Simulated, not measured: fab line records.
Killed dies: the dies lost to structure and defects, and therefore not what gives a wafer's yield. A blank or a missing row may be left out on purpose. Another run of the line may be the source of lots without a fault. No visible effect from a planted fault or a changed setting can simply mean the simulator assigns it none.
Matching of chambers || flow nandHarc || NHARC_A_STAIRCASE_ETCH_169 on rieDiel-13: 4 sister chambers
The step etches the open film in CH3F/O2, target depth 50 nm, time 107.1 s. 22 wafers are shown with their chamber, then 11 later ones without.

## WAFERS, EACH WITH ITS CHAMBER
{"wafer": "L075.2", "chamber": 0, "showerheadPlenumPTorr (Torr)": 2.52, "rfVppV (V)": 246.1, "throttleValvePct (%)": 20.658}
{"wafer": "L075.4", "chamber": 2, "showerheadPlenumPTorr (Torr)": 2.36, "rfVppV (V)": 243.1, "throttleValvePct (%)": 20.682}
{"wafer": "L075.6", "chamber": 3, "showerheadPlenumPTorr (Torr)": 2.45, "rfVppV (V)": 245.5, "throttleValvePct (%)": 20.656}
{"wafer": "L077.4", "chamber": 2, "showerheadPlenumPTorr (Torr)": 2.36, "rfVppV (V)": 242.4, "throttleValvePct (%)": 20.668}
{"wafer": "L077.5", "chamber": 2, "showerheadPlenumPTorr (Torr)": 2.36, "rfVppV (V)": 242.5, "throttleValvePct (%)": 20.667}
{"wafer": "L077.6", "chamber": 3, "showerheadPlenumPTorr (Torr)": 2.45, "rfVppV (V)": 244.4, "throttleValvePct (%)": 20.660}
{"wafer": "L076.3", "chamber": 2, "showerheadPlenumPTorr (Torr)": 2.36, "rfVppV (V)": 242.8, "throttleValvePct (%)": 20.656}
{"wafer": "L076.4", "chamber": 0, "showerheadPlenumPTorr (Torr)": 2.52, "rfVppV (V)": 245.4, "throttleValvePct (%)": 20.676}
{"wafer": "L076.5", "chamber": 2, "showerheadPlenumPTorr (Torr)": 2.36, "rfVppV (V)": 243.2, "throttleValvePct (%)": 20.659}
{"wafer": "L086.2", "chamber": 0, "showerheadPlenumPTorr (Torr)": 2.51, "rfVppV (V)": 245.2, "throttleValvePct (%)": 20.647}
{"wafer": "L086.4", "chamber": 3, "showerheadPlenumPTorr (Torr)": 2.44, "rfVppV (V)": 244.4, "throttleValvePct (%)": 20.671}
{"wafer": "L086.5", "chamber": 2, "showerheadPlenumPTorr (Torr)": 2.35, "rfVppV (V)": 241.3, "throttleValvePct (%)": 20.672}
{"wafer": "L087.4", "chamber": 0, "showerheadPlenumPTorr (Torr)": 2.51, "rfVppV (V)": 245.6, "throttleValvePct (%)": 20.664}
{"wafer": "L087.5", "chamber": 2, "showerheadPlenumPTorr (Torr)": 2.35, "rfVppV (V)": 242.7, "throttleValvePct (%)": 20.668}
{"wafer": "L087.6", "chamber": 3, "showerheadPlenumPTorr (Torr)": 2.44, "rfVppV (V)": 244.9, "throttleValvePct (%)": 20.668}
{"wafer": "L089.1", "chamber": 3, "showerheadPlenumPTorr (Torr)": 2.44, "rfVppV (V)": 244.0, "throttleValvePct (%)": 20.672}
{"wafer": "L089.5", "chamber": 2, "showerheadPlenumPTorr (Torr)": 2.35, "rfVppV (V)": 242.7, "throttleValvePct (%)": 20.646}
{"wafer": "L089.6", "chamber": 1, "showerheadPlenumPTorr (Torr)": 2.63, "rfVppV (V)": 248.1, "throttleValvePct (%)": 20.650}
{"wafer": "L091.3", "chamber": 0, "showerheadPlenumPTorr (Torr)": 2.51, "rfVppV (V)": 246.1, "throttleValvePct (%)": 20.663}
{"wafer": "L091.5", "chamber": 0, "showerheadPlenumPTorr (Torr)": 2.51, "rfVppV (V)": 244.1, "throttleValvePct (%)": 20.656}
{"wafer": "L091.6", "chamber": 1, "showerheadPlenumPTorr (Torr)": 2.63, "rfVppV (V)": 246.1, "throttleValvePct (%)": 20.654}
{"wafer": "L088.3", "chamber": 0, "showerheadPlenumPTorr (Torr)": 2.51, "rfVppV (V)": 245.9, "throttleValvePct (%)": 20.671}

SIGNATURES, as means of the wafers listed above
{"reading": "showerheadPlenumPTorr", "chamber 0": 2.5129, "chamber 1": 2.6300, "chamber 2": 2.3563, "chamber 3": 2.4440, "scatter within a chamber": 0.005}
{"reading": "rfVppV", "chamber 0": 245.486, "chamber 1": 247.100, "chamber 2": 242.588, "chamber 3": 244.640, "scatter within a chamber": 0.695}
{"reading": "throttleValvePct", "chamber 0": 20.66214, "chamber 1": 20.65200, "chamber 2": 20.66475, "chamber 3": 20.66540, "scatter within a chamber": 0.00944}
Rule: a wafer's distance from a chamber is the root of the sum, over the readings, of the square of ((its reading less the chamber's mean) divided by the reading's scatter). If the next closest chamber is less than 2 further off than the closest, the wafer can't be placed; otherwise it belongs to the closest. The scatter: the root of (the sum of the squares of (reading less its chamber's mean) over the shown wafers, divided by (wafers less chambers)).

## WAFERS WITHOUT THEIR CHAMBER
{"wafer": "L088.4", "showerheadPlenumPTorr (Torr)": 2.44, "rfVppV (V)": 244.2, "throttleValvePct (%)": 20.663}
{"wafer": "L088.6", "showerheadPlenumPTorr (Torr)": 2.51, "rfVppV (V)": 244.9, "throttleValvePct (%)": 20.672}
{"wafer": "L090.1", "showerheadPlenumPTorr (Torr)": 2.63, "rfVppV (V)": 245.9, "throttleValvePct (%)": 20.646}
{"wafer": "L090.2", "showerheadPlenumPTorr (Torr)": 2.35, "rfVppV (V)": 243.2, "throttleValvePct (%)": 20.673}
{"wafer": "L090.3", "showerheadPlenumPTorr (Torr)": 2.51, "rfVppV (V)": 245.4, "throttleValvePct (%)": 20.665}
{"wafer": "L093.2", "showerheadPlenumPTorr (Torr)": 2.51, "rfVppV (V)": 243.1, "throttleValvePct (%)": 20.665}
{"wafer": "L093.4", "showerheadPlenumPTorr (Torr)": 2.43, "rfVppV (V)": 243.9, "throttleValvePct (%)": 20.672}
{"wafer": "L093.6", "showerheadPlenumPTorr (Torr)": 2.51, "rfVppV (V)": 245.7, "throttleValvePct (%)": 20.666}
{"wafer": "L096.1", "showerheadPlenumPTorr (Torr)": 2.43, "rfVppV (V)": 244.6, "throttleValvePct (%)": 20.683}
{"wafer": "L096.3", "showerheadPlenumPTorr (Torr)": 2.50, "rfVppV (V)": 245.0, "throttleValvePct (%)": 20.662}
{"wafer": "L096.5", "showerheadPlenumPTorr (Torr)": 2.43, "rfVppV (V)": 243.4, "throttleValvePct (%)": 20.648}

## EACH ONE'S CHAMBER
{"wafer": "L088.4", "from the rows above": 3, "in truth": 3}
{"wafer": "L088.6", "from the rows above": 0, "in truth": 0}
{"wafer": "L090.1", "from the rows above": 1, "in truth": 1}
{"wafer": "L090.2", "from the rows above": 2, "in truth": 2}
{"wafer": "L090.3", "from the rows above": 0, "in truth": 0}
{"wafer": "L093.2", "from the rows above": 0, "in truth": 0}
{"wafer": "L093.4", "from the rows above": 3, "in truth": 3}
{"wafer": "L093.6", "from the rows above": 0, "in truth": 0}
{"wafer": "L096.1", "from the rows above": 3, "in truth": 3}
{"wafer": "L096.3", "from the rows above": 0, "in truth": 0}
{"wafer": "L096.5", "from the rows above": 3, "in truth": 3}
Correct placement for 11 of the 11. Left unplaced by these rows: 0. 0 placed wrongly.
